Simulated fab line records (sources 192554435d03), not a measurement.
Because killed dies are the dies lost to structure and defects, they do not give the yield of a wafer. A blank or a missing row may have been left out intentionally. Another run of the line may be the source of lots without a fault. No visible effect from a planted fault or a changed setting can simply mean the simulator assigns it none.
Matching of chambers / flow n5-finfet / 3 sister chambers for N5_BEOL_M3_PRE_CLEAN_60 on cvd-co-01
The step time 15 s. 20 wafers are shown with their chamber, then 10 later ones without.

WAFERS WITH THEIR CHAMBER
wafer=L074.1; chamber=0; heater-power-w (W)=65
wafer=L074.4; chamber=0; heater-power-w (W)=65
wafer=L074.6; chamber=1; heater-power-w (W)=75
wafer=L081.1; chamber=2; heater-power-w (W)=63
wafer=L081.2; chamber=0; heater-power-w (W)=66
wafer=L081.4; chamber=0; heater-power-w (W)=67
wafer=L079.1; chamber=2; heater-power-w (W)=65
wafer=L079.5; chamber=0; heater-power-w (W)=70
wafer=L079.6; chamber=1; heater-power-w (W)=77
wafer=L086.1; chamber=2; heater-power-w (W)=65
wafer=L086.3; chamber=1; heater-power-w (W)=73
wafer=L086.6; chamber=2; heater-power-w (W)=66
wafer=L087.2; chamber=2; heater-power-w (W)=65
wafer=L087.5; chamber=2; heater-power-w (W)=66
wafer=L087.6; chamber=0; heater-power-w (W)=66
wafer=L091.2; chamber=1; heater-power-w (W)=74
wafer=L091.3; chamber=0; heater-power-w (W)=67
wafer=L091.5; chamber=2; heater-power-w (W)=65
wafer=L090.3; chamber=2; heater-power-w (W)=66
wafer=L090.4; chamber=0; heater-power-w (W)=66

SIGNATURES (averages over the wafers above)
reading=heater-power-w; chamber 0=66.50; chamber 1=74.75; chamber 2=65.12; scatter within a chamber=1.41
Rule: a wafer lies at a distance from a chamber equal to the root of the sum of squares, over the readings, of (its reading less the chamber's mean, divided by the reading's scatter). If the next closest chamber is less than 2 further off than the closest, the wafer can't be placed; otherwise it belongs to the closest. The scatter: take each reading less its chamber's mean, square it, sum over the shown wafers, divide by the number of wafers less the number of chambers, and take the root.

WAFERS WITH NO CHAMBER GIVEN
wafer=L090.6; heater-power-w (W)=66
wafer=L092.1; heater-power-w (W)=66
wafer=L092.2; heater-power-w (W)=76
wafer=L092.5; heater-power-w (W)=65
wafer=L094.2; heater-power-w (W)=68
wafer=L094.3; heater-power-w (W)=66
wafer=L094.6; heater-power-w (W)=67
wafer=L097.2; heater-power-w (W)=66
wafer=L097.3; heater-power-w (W)=66
wafer=L097.6; heater-power-w (W)=67

EACH ONE'S CHAMBER
wafer=L090.6; from the rows above=can't be placed: 0 or 2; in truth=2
wafer=L092.1; from the rows above=can't be placed: 0 or 2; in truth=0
wafer=L092.2; from the rows above=1; in truth=1
wafer=L092.5; from the rows above=can't be placed: 2 or 0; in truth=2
wafer=L094.2; from the rows above=can't be placed: 0 or 2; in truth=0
wafer=L094.3; from the rows above=can't be placed: 0 or 2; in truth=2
wafer=L094.6; from the rows above=can't be placed: 0 or 2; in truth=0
wafer=L097.2; from the rows above=can't be placed: 0 or 2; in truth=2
wafer=L097.3; from the rows above=can't be placed: 0 or 2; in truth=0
wafer=L097.6; from the rows above=can't be placed: 0 or 2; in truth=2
Correct placement for 1 of the 10. Cannot be placed on the basis of these rows: 9; the candidates contain the true chamber in 9. Number placed wrongly: 0.
